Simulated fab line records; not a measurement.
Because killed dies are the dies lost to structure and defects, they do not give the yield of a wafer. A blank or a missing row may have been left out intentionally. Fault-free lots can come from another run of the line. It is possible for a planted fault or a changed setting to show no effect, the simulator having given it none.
fab line records    flow n5-finfet
record: lots: 7  wafers: 39
route steps=1938 shown WELL_APT@24 FIN_SAQP@131 FIN_CUT@169 HKMG_FIN@406 MOL_CONTACT_COAG@616 BEOL_M4@1111
start-h: hours from the record's first day to the start of the lot's first wafer shown    wait-h: hours elapsed since this lot's preceding step    " unchanged from the row above    L1.1+2: a single row standing in for several wafers    - value missing, or start not given    * or withheld: withheld    < > ~ a bound
route shown NAME@n: a module of which the file shows steps, and the number in the route of the first    usual: mean/standard deviation of fault-free wafers    same: alike in all rows    chamber/n: place in a boat    sites: each site's reading    _std_site: standard deviation of those values    _edge_site: the outer-site mean with the inner-site mean subtracted    radius-mm: for every site, how far away it sits from the centre of the wafer    mask NAME#n: copy n    behind: the most recent tool/chamber to have shaped the wafer    hold: why the lot was held/for how many hours/how that ended    device: whichever transistor did not switch (one of n, p or np)    end of line: at the end of the route, the tests of the same wafers    a step given without rows: its recipe and nothing more    killed: dies that structure and defects cost at the first sort, which is not the same as the wafer's yield    map: a wafer's dies, x killed, . not, _ none there
set.NAME: the run value of the setting; set.NAME@STEP: its run value at that earlier step    model.NAME: the simulator's own value behind a step, which no gauge read
lots where settings were altered on purpose, with a table for each step and a row for each wafer
== steps ==
step: N5_WELL_APT_EXPOSE_05
recipe: mask-id: NWELL  na: 0.8  source-shape: conventional  sigma-outer: 0.8  polarization: unpolarized  defocus-nm: 0  target-cd-nm: 200  dose-mj: 20.3
step: N5_WELL_APT_IMPLANT_31
recipe: species: B  energy-kev: 60  dose-cm2: 1.5e+13  tilt-deg: 0  rotation-deg: 0
step: N5_FIN_SAQP_MANDREL_ETCH_58
recipe: chemistry: HBr/Cl2  target: a-Si  target-depth-a: 450  bt-time-s: 10  stop-on: SiNx  mask-material: SiO2  over-etch-frac: 0.8  time-s: 27  pressure-mtorr: 10  icp-w: 800  bias-w: 75  HBr_flow_sccm: 150  Cl2_flow_sccm: 80  ends: end-point
step: N5_FIN_CUT_ETCH_21
recipe: chemistry: N2/H2  target: SOC  target-depth-a: 2190  overetch-a: 438  mask-material: SiARC  temp-c: 40  ion-energy-ev: 100  bias-w: 61  time-s: 523.5  pressure-mtorr: 30  source-w: 850  n2-flow-sccm: 200  h2-flow-sccm: 200
step: N5_HKMG_FIN_ETCH_58
recipe: chemistry: N2/H2  target: SOC  target-depth-a: 2158  ion-energy-ev: 50  bias-w: 13  time-s: 741  pressure-mtorr: 30  source-w: 875  n2-flow-sccm: 200  h2-flow-sccm: 200
step: N5_HKMG_FIN_ALD_21
recipe: material: TiN  target-thk-a: 15  temp-c: 400  ald-precursor-family: TiCl4  ald-co-reactant: NH3  pulse-time-s: 1  purge-time-s: 3  co-reactant-purge-time-s: 2  co-reactant-pulse-time-s: 2  ald-cycles: 68  pressure-torr: 3
step: N5_MOL_CONTACT_COAG_ETCH_124
recipe: chemistry: CH3F/O2  target: SiNx  target-depth-a: 65  mask-material: SOC  stop-on: SiOC  over-etch-frac: 0.3  ion-energy-ev: 120  pressure-mtorr: 30  source-w: 395  bias-w: 73  Ar_flow_sccm: 150  CH3F_flow_sccm: 30  O2_flow_sccm: 20  ends: end-point
step: N5_BEOL_M4_RC_MEAS_101
usual: RS_PWELL: 3007/24
lot.wafer  tool       chamber  start-h  wait-h  set.dose-mj@WELL_APT_EXPOSE_05  set.energy-kev@WELL_APT_IMPLANT_31  set.icp-w@FIN_SAQP_MANDREL_ETCH_58  set.bias-w@FIN_CUT_ETCH_21  set.bias-w@HKMG_FIN_ETCH_58  set.ald-cycles@HKMG_FIN_ALD_21  set.target-depth-a@MOL_CONTACT_COAG_ETCH_124  RS_PWELL[ohm/sq]
L076.1     prober-01  0        186.65   0.0     20.3                            61.98                               909.7                               61                          13.94                        77                              70.03                                         2963
L076.2     "          0        "        "       19.55                           60                                  909.7                               67.62                       13                           77                              65                                            2987
L076.3     "          0        "        "       19.55                           61.98                               800                                 67.62                       13                           77                              70.03                                         2980
L076.4     "          0        "        "       19.55                           61.98                               800                                 61                          13.94                        68                              70.03                                         2955
L076.5     "          0        "        "       20.3                            60                                  800                                 67.62                       13.94                        68                              65                                            2983
L076.6     "          0        "        "       20.3                            60                                  909.7                               61                          13                           68                              65                                            2973
L080.1     prober-01  0        209.81   0.0     20.3                            60                                  728.1                               61                          13                           68                              60.48                                         2997
L080.2     "          0        "        "       19.78                           60                                  800                                 61                          13                           61                              60.48                                         2996
L080.3     "          0        "        "       20.3                            63.47                               800                                 61                          13                           61                              65                                            2917
L080.4     "          0        "        "       20.3                            63.47                               728.1                               49.73                       13                           61                              60.48                                         2949
L080.5     "          0        "        "       19.78                           60                                  728.1                               49.73                       13                           68                              65                                            2990
L080.6     "          0        "        "       19.78                           63.47                               800                                 49.73                       13                           68                              65                                            2936
L083.1     prober-01  0        232.23   0.0     20.3                            60                                  800                                 61                          15.32                        68                              71.66                                         3052
L083.2     "          0        "        "       19.21                           60                                  800                                 70.42                       13                           68                              65                                            3029
L083.3     "          0        "        "       20.3                            53.96                               800                                 61                          15.32                        77                              65                                            3168
L083.4     "          0        "        "       19.21                           60                                  800                                 70.42                       15.32                        77                              71.66                                         3040
L083.5     "          0        "        "       19.21                           53.96                               800                                 61                          13                           68                              65                                            3144
L083.6     "          0        "        "       20.3                            53.96                               800                                 70.42                       13                           77                              71.66                                         3156
L088.1     prober-01  0        253.09   0.0     19.72                           55.35                               947.9                               61                          13                           68                              70.04                                         3045
L088.2     "          0        "        "       20.3                            60                                  800                                 70.93                       13                           68                              70.04                                         2973
L088.3     "          0        "        "       19.72                           60                                  947.9                               70.93                       13                           68                              65                                            2986
L088.4     "          0        "        "       20.3                            55.35                               947.9                               70.93                       13                           68                              65                                            3079
L088.5     "          0        "        "       19.72                           55.35                               800                                 61                          13                           68                              70.04                                         3064
L088.6     "          0        "        "       20.3                            60                                  800                                 61                          13                           68                              65                                            2975
L086.3     prober-01  0        257.09   0.3     20.3                            60                                  800                                 61                          13                           68                              65                                            3023
L086.4     "          0        "        "       20.3                            60                                  800                                 61                          13                           68                              65                                            3015
L086.6     "          0        "        "       20.3                            60                                  800                                 61                          13                           68                              65                                            3016
L096.1     prober-01  0        302.64   0.0     20.3                            63.38                               800                                 61                          13                           68                              65                                            2951
L096.2     "          0        "        "       20.3                            63.38                               800                                 51.04                       13                           78                              65                                            2973
L096.3     "          0        "        "       20.3                            60                                  800                                 61                          13                           78                              65                                            3031
L096.4     "          0        "        "       21.19                           63.38                               800                                 51.04                       13                           68                              65                                            2988
L096.5     "          0        "        "       21.19                           60                                  800                                 61                          13                           78                              65                                            3013
L096.6     "          0        "        "       21.19                           60                                  800                                 51.04                       13                           68                              65                                            3009
L097.1     prober-01  0        307.18   0.0     18.99                           60                                  880.4                               61                          13.83                        68                              71.64                                         3024
L097.2     "          0        "        "       18.99                           54.32                               800                                 55.98                       13                           68                              65                                            3181
L097.3     "          0        "        "       18.99                           54.32                               880.4                               55.98                       13.83                        68                              65                                            3160
L097.4     "          0        "        "       20.3                            54.32                               880.4                               61                          13                           68                              65                                            3168
L097.5     "          0        "        "       20.3                            60                                  800                                 61                          13.83                        68                              71.64                                         3061
L097.6     "          0        "        "       20.3                            60                                  800                                 55.98                       13                           68                              71.64                                         3035
== key ==
split: step: N5_WELL_APT_EXPOSE_05  setting: dose-mj  stated-as: 20.3
response none clear
split: step: N5_WELL_APT_IMPLANT_31  setting: energy-kev  stated-as: 60
response: step: N5_BEOL_M4_RC_MEAS_101  reading: RS_PWELL  slope: -10.8  per: 1%  together-with: all  explained: 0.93
split: step: N5_FIN_SAQP_MANDREL_ETCH_58  setting: icp-w  stated-as: 800
response none clear
split: step: N5_FIN_CUT_ETCH_21  setting: bias-w  stated-as: 61
response none clear
split: step: N5_HKMG_FIN_ETCH_58  setting: bias-w  stated-as: 13
response none clear
split: step: N5_HKMG_FIN_ALD_21  setting: ald-cycles  stated-as: 68
response none clear
split: step: N5_MOL_CONTACT_COAG_ETCH_124  setting: target-depth-a  stated-as: 65
response none clear
